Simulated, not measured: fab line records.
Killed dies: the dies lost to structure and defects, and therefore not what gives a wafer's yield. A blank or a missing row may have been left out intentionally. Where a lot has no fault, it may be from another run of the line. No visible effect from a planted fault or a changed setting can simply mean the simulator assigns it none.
A lot that was struck, set against a sound lot	flow n5 finfet	39 steps out of a route of 1938
Sound: these wafers, L957.4, L957.5, L957.6. Struck: wafer L952.4 (L952.5, L952.6, from the same lot, were not struck and are left out); the cause is given at the end.
Order at every step that has rows: each side's tool, ch and its chambers, its first start. Under that, the readings that differ: sound wafers	struck wafers	difference of the means	sigmas: that difference in standard deviations of wafers without a fault.
alike: readings with means less than 2 such deviations apart, plus words and numbers identical on both sides. not compared: withheld readings, readings lacking a value on some wafer, bounds such as >300 that could conceal the same value, and numbers that have no deviation in the record and whose values overlap.
Wherever a step has rows on one side only, a row that says differs or no value, or a row with sigmas, the two part there. When numbers do not overlap yet have no deviation, they are printed without sigmas and do not part them. A reading missing from all wafers of one side parts the sides only when that side holds two or more wafers.

first, 9 steps without rows for these wafers: N5_HKMG_FIN_DESCUM_17 (chemistry O2, time 7.9 s); N5_HKMG_FIN_ETCH_31 (etches SiARC in CF4, target depth 45.5 nm, time 75.8 s); N5_HKMG_FIN_ETCH_32 (etches SOC in N2/H2, target depth 240 nm, time 300 s); N5_HKMG_FIN_STRIP_33 (strips in N2/H2); N5_HKMG_FIN_STRIP_34 (strips in CF4); N5_HKMG_FIN_ETCH_35 (etches SOC in N2/H2, target depth 215.8 nm, time 243.4 s); N5_HKMG_FIN_STRIP_92 (strips SOC in N2/H2, time 20 s); N5_HKMG_FIN_WET_ETCH_18 (etches TiN in SC1, time 55 s, target depth 5.2 nm, rinse time 30 s); N5_HKMG_FIN_STRIP_19 (strips in N2/H2, time 360 s).
N5_HKMG_FIN_ALD_91: deposits TiN, target thk 1 nm, pulse time 1 s, purge time 3 s.
  sound on ald metal-01 ch 0,2,3, day 8 14:35; struck on ald metal-02 ch 0, day 7 10:21
reading	sound	struck	difference	sigmas
ald cycles	47 47 47	26	-21	
model.TiN_of_HKMG_FIN_ALD_91.thk nm (nm)	1 1 1	0.6	-0.4	
  alike: heater power w, precursor pulse height rel
  not compared: susceptor temp C
then, 27 steps without rows for these wafers: N5_HKMG_FIN_COAT_85 (time 60 s, resist thk 300 nm); N5_HKMG_FIN_ETCH_86 (etches SOC in N2/H2, stops on TiN, target depth 393.2 nm); N5_HKMG_FIN_STRIP_89 (strips SOC in N2/H2, time 20 s); N5_HKMG_FIN_WET_ETCH_87 (etches TiN in SC1, time 154.2 s, target depth 4.7 nm, rinse time 30 s); N5_HKMG_FIN_STRIP_88 (strips in N2/H2, time 360 s); N5_HKMG_FIN_NWFM_ALD_20 (deposits TiAlC, target thk 2 nm, pulse time 3 s, purge time 2 s); N5_HKMG_FIN_ALD_71 (deposits TiN, target thk 1 nm, pulse time 1 s, purge time 3 s); N5_HKMG_FIN_COAT_66 (time 60 s, resist thk 300 nm); N5_HKMG_FIN_ETCH_67 (etches SOC in N2/H2, stops on TiN, target depth 388.9 nm); N5_HKMG_FIN_STRIP_90 (strips SOC in N2/H2, time 20 s); N5_HKMG_FIN_WET_ETCH_73 (etches the open film in SC1, time 42.3 s, target depth 1.3 nm, rinse time 30 s); N5_HKMG_FIN_ETCHBACK_68 (etches the open film in Cl2/Ar, stops on HfO2, target depth 0.5 nm); N5_HKMG_FIN_STRIP_69 (strips in N2/H2, time 360 s); N5_HKMG_FIN_ALD_21 (deposits TiN, target thk 1.5 nm, pulse time 1 s, purge time 3 s); N5_HKMG_FIN_ALD_72 (deposits W, target thk 2 nm, pulse time 1 s, purge time 2 s); N5_HKMG_FIN_W_FILL_22 (material W, target thk 60 nm, time 18.2 s); N5_HKMG_FIN_PRECLEAN_83 (cleans in DIW, time 57.5 s); N5_HKMG_FIN_SRD_84 (dry time 32 s); N5_HKMG_FIN_CMP_23 (polishes, stops on SiNx, t overpolish 10 s, target thk 46.326 nm); N5_HKMG_FIN_CMP_94 (polishes, stops on SiNx, t overpolish 4.7 s, target thk 43.299 nm); N5_GATE_CUT_ETCHBACK_00 (etches W in SF6/Cl2); N5_GATE_CUT_ETCH_56 (etches TiN in Cl2/Ar, target depth 21.6 nm); N5_GATE_CUT_ETCHBACK_30 (etches TiN in Cl2/Ar, target depth 3 nm); N5_GATE_CUT_VAPOR_ETCH_60 (etches HfO2 in BCl3/Cl2); N5_GATE_CUT_ETCH_58 (etches SiNx in CH3F/O2, target depth 17 nm, time 128.6 s); N5_GATE_CUT_STRIP_59 (strips in N2/H2, time 20 s); N5_GATE_CUT_PRECLEAN_31 (cleans in DIW, time 300 s).
-- here the record skips 4 days between the struck wafers' starts before and after, leaving off in module GATE_CUT and picking up in module BEOL_M4 (first step shown: number 1111 of the route) --
N5_BEOL_M4_RC_MEAS_101:
  sound on prober-01 ch 0, day 12 10:08; struck on prober-02 ch 0, day 11 07:40
reading	sound	struck	difference	sigmas
IGATE_N (nA/um)	0.0136 0.0115 0.0167	0.0187	+0.0048	+3
IOFF_N (nA/um)	0.21 0.20 0.18	1.47	+1.27	+30
IOFF_N_85C (nA/um)	4.0 3.9 3.5	19.8	+16.0	+24
IOFF_N_LIN (nA/um)	0.089 0.085 0.083	0.616	+0.530	+35
IOFF_N_LONG (nA/um)	5.61e-05 5.74e-05 5.62e-05	0.0003325	+0.0002759	+99 or more
IOFF_P (nA/um)	0.26 0.27 0.27	0.12	-0.15	-3
IOFF_P_85C (nA/um)	4.4 4.5 4.4	2.3	-2.1	-3
IOFF_P_LIN (nA/um)	0.118 0.120 0.120	0.053	-0.066	-4
IOFF_P_LONG (nA/um)	0.000111 0.000115 0.000112	6.8e-05	-4.5e-05	-6
ION_N (uA/um)	674 671 680	788	+113	+8
ION_P (uA/um)	465 464 470	426	-40	-4
VT_N (mV)	246 248 248	191	-56	-16
VT_N_LONG (mV)	275.1 274.8 275.1	219.9	-55.1	-29
VT_N_LVT (mV)	99 99 98	37	-62	-17
VT_P (mV)	-244 -246 -247	-271	-25	-8
VT_P_LONG (mV)	-272.8 -272.7 -272.9	-297.3	-24.5	-9
VT_P_LVT (mV)	-97 -97 -97	-116	-19	-6
  alike: DIBL_N, DIBL_P, SS_N, SS_P
-- here the record skips 4 days between the struck wafers' starts before and after, leaving off in module BEOL_M4 and picking up in module PASSIVATION (first step shown: number 1936 of the route) --
N5_PASSIVATION_PROBE_49:
  record: rows for the struck wafers here (prober-02, day 15 12:04), none for the sound ones

## WHERE THEY PART
At N5_BEOL_M4_RC_MEAS_101 first; at N5_PASSIVATION_PROBE_49 last (within this record only).

WHY: the cause the simulator had injected
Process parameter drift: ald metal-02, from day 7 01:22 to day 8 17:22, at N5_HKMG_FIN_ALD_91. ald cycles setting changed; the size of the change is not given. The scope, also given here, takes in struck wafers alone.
